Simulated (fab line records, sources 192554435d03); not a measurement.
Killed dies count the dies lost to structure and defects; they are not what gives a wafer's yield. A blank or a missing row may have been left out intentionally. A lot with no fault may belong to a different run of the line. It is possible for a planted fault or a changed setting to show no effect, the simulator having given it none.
Matching of chambers | flow n5Finfet | N5_BEOL_M0_STRIP_142 on rieDiel-05 has 4 sister chambers
The step strips in N2/H2, time 10 s. 14 wafers are shown with their chamber, then 7 later ones without.

## EACH WAFER AND ITS CHAMBER
wafer  | chamber | showerheadPlenumPTorr (Torr) | throttleValvePct (%) | oesProductAu (a.u.)
L074.1 | 3       | 2.46                         | 23.68                | 0.84
L074.3 | 0       | 2.69                         | 23.87                | 0.84
L074.5 | 3       | 2.46                         | 23.67                | 0.84
L081.2 | 0       | 2.69                         | 23.87                | 0.84
L081.5 | 1       | 2.55                         | 23.66                | 0.78
L081.6 | 3       | 2.45                         | 23.69                | 0.83
L083.3 | 1       | 2.55                         | 23.67                | 0.79
L083.4 | 2       | 2.63                         | 23.82                | 0.73
L083.5 | 2       | 2.63                         | 23.81                | 0.74
L085.2 | 0       | 2.68                         | 23.90                | 0.82
L085.3 | 1       | 2.55                         | 23.67                | 0.78
L085.4 | 3       | 2.45                         | 23.71                | 0.81
L086.2 | 0       | 2.68                         | 23.90                | 0.82
L086.3 | 3       | 2.45                         | 23.71                | 0.81

SIGNATURES (means of the wafers above)
reading               | chamber 0 | chamber 1 | chamber 2 | chamber 3 | scatter within a chamber
showerheadPlenumPTorr | 2.6850    | 2.5500    | 2.6300    | 2.4540    | 0.00469
throttleValvePct      | 23.8850   | 23.6667   | 23.8150   | 23.6920   | 0.0152
oesProductAu          | 0.8300    | 0.7833    | 0.7350    | 0.8260    | 0.012
Rule: for each reading, subtract the chamber's mean from the wafer's reading, divide by that reading's scatter and square the result; add these up over the readings and take the root, which gives the wafer's distance from the chamber. The wafer belongs to the nearest chamber; if the next one is less than 2 further off, it can't be placed. The scatter: take each reading less its chamber's mean, square it, sum over the shown wafers, divide by the number of wafers less the number of chambers, and take the root.

## WAFERS WHOSE CHAMBER IS MISSING
wafer  | showerheadPlenumPTorr (Torr) | throttleValvePct (%) | oesProductAu (a.u.)
L086.4 | 2.55                         | 23.70                | 0.78
L088.1 | 2.45                         | 23.68                | 0.81
L088.2 | 2.62                         | 23.83                | 0.72
L088.4 | 2.68                         | 23.91                | 0.81
L089.2 | 2.54                         | 23.70                | 0.77
L089.3 | 2.68                         | 23.89                | 0.81
L089.5 | 2.68                         | 23.90                | 0.82

## CHAMBER TAKEN BY EACH
wafer  | from the rows above | in truth
L086.4 | 1                   | 1
L088.1 | 3                   | 3
L088.2 | 2                   | 2
L088.4 | 0                   | 0
L089.2 | 1                   | 1
L089.3 | 0                   | 0
L089.5 | 0                   | 0
Placed correctly: 7 of 7. Not placeable from these rows: 0. Placed wrongly: 0.
